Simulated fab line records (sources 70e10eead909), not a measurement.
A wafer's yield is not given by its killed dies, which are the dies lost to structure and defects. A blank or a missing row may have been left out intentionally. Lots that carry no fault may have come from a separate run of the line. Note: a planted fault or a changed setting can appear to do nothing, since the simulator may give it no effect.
A struck lot beside a sound one	flow nand-harc	14 out of 1302 route steps
Sound: these wafers, L284.2, L284.3, L284.6. Struck: wafers L293.1, L293.3, L293.6. The cause is given at the end.
At each step with rows: each side's tool, then ch and its chambers, then its first start. Under that, the readings that differ: sound wafers	struck wafers	difference of the means	sigmas: that difference in standard deviations of wafers without a fault.
alike: readings whose means differ by less than 2 such deviations, and words and numbers that are the same on both sides. not compared: withheld readings, readings that some wafer has no value for, bounds like >300 that may hide the same value, and numbers for which the record gives no deviation and whose values overlap.
A row with sigmas, a row that says differs or no value, or rows on one side alone: a step with any of these is where the two part. Non-overlapping numbers with no deviation appear without sigmas and do not part them. A reading that every wafer of one side lacks parts them only if that side has two wafers or more.

NHARC_A_ONON_D2_THK_MEAS_14: measures by ellipsometry.
  sound: film-metro-01 at day 13 17:34; struck: film-metro-02 at day 18 11:49
reading	sound	struck	difference	sigmas
thk-nm (nm)	983 979 980	1010 1011 1010	+30	+3
then, 2 steps without rows for these wafers: NHARC_A_ONON_D2_ANNEAL_15 (time 3600 s); NHARC_A_ONON_D2_DEP_16 (target thk 1000 nm).
NHARC_A_ONON_D2_THK_MEAS_18: measures by ellipsometry.
  sound: film-metro-01 at day 14 01:46; struck: film-metro-02 at day 18 20:03
reading	sound	struck	difference	sigmas
thk-nm (nm)	1011 1015 1012	994 994 994	-19	-3
following that, 1 step holds no rows for these wafers, namely NHARC_A_ONON_D2_DEP_19 (target thickness 1000 nm).
NHARC_A_ONON_D2_THK_MEAS_21: measures by ellipsometry.
  sound: film-metro-01 at day 14 02:19; struck: film-metro-01 at day 18 20:44
  alike: thk-nm
following that, 1 step holds no rows for these wafers, namely NHARC_A_ONON_D2_DEP_22 (target thickness 1000 nm).
NHARC_A_ONON_D2_THK_MEAS_24: measures by ellipsometry.
  sound: film-metro-02 at day 14 02:53; struck: film-metro-02 at day 18 21:19
  alike: thk-nm
following that, 1 step holds no rows for these wafers, namely NHARC_A_ONON_D2_DEP_25 (target thickness 1000 nm).
NHARC_A_ONON_D2_THK_MEAS_27: measures by ellipsometry.
  sound: film-metro-02 at day 14 03:26; struck: film-metro-01 at day 18 21:52
  alike: thk-nm
following that, 1 step holds no rows for these wafers, namely NHARC_A_ONON_D2_DEP_28 (target thickness 1000 nm).
NHARC_A_ONON_D2_THK_MEAS_30: measures by ellipsometry.
  sound: film-metro-02 at day 14 04:00; struck: film-metro-02 at day 18 22:26
  alike: thk-nm
NHARC_A_ONON_D2_DEP_33: deposits SiO2, target thk 200 nm.
  sound on pecvd-03 ch 0,1, day 14 04:04; struck on pecvd-03 ch 1,2, day 18 22:32
reading	sound	struck	difference	sigmas
mfc-precursor-sccm (sccm)	161.4 160.9 161.4	203.9 204.1 203.6	+42.6	+99 or more
susceptor-temp-C (C)	399.58 400.12 400.13	400.46 400.38 400.55	+0.52	+2
  alike: heater-power-w, throttle-valve-pct
NHARC_A_ONON_D2_THK_MEAS_34: measures by ellipsometry.
  sound: film-metro-01 at day 14 04:28; struck: film-metro-01 at day 18 22:55
reading	sound	struck	difference	sigmas
thk-nm (nm)	201.0 201.6 203.5	248.8 250.9 252.3	+48.6	+20

== WHERE THEY PART ==
First at NHARC_A_ONON_D2_THK_MEAS_14; last, within this record, at NHARC_A_ONON_D2_THK_MEAS_34.

WHY: the cause the simulator had injected
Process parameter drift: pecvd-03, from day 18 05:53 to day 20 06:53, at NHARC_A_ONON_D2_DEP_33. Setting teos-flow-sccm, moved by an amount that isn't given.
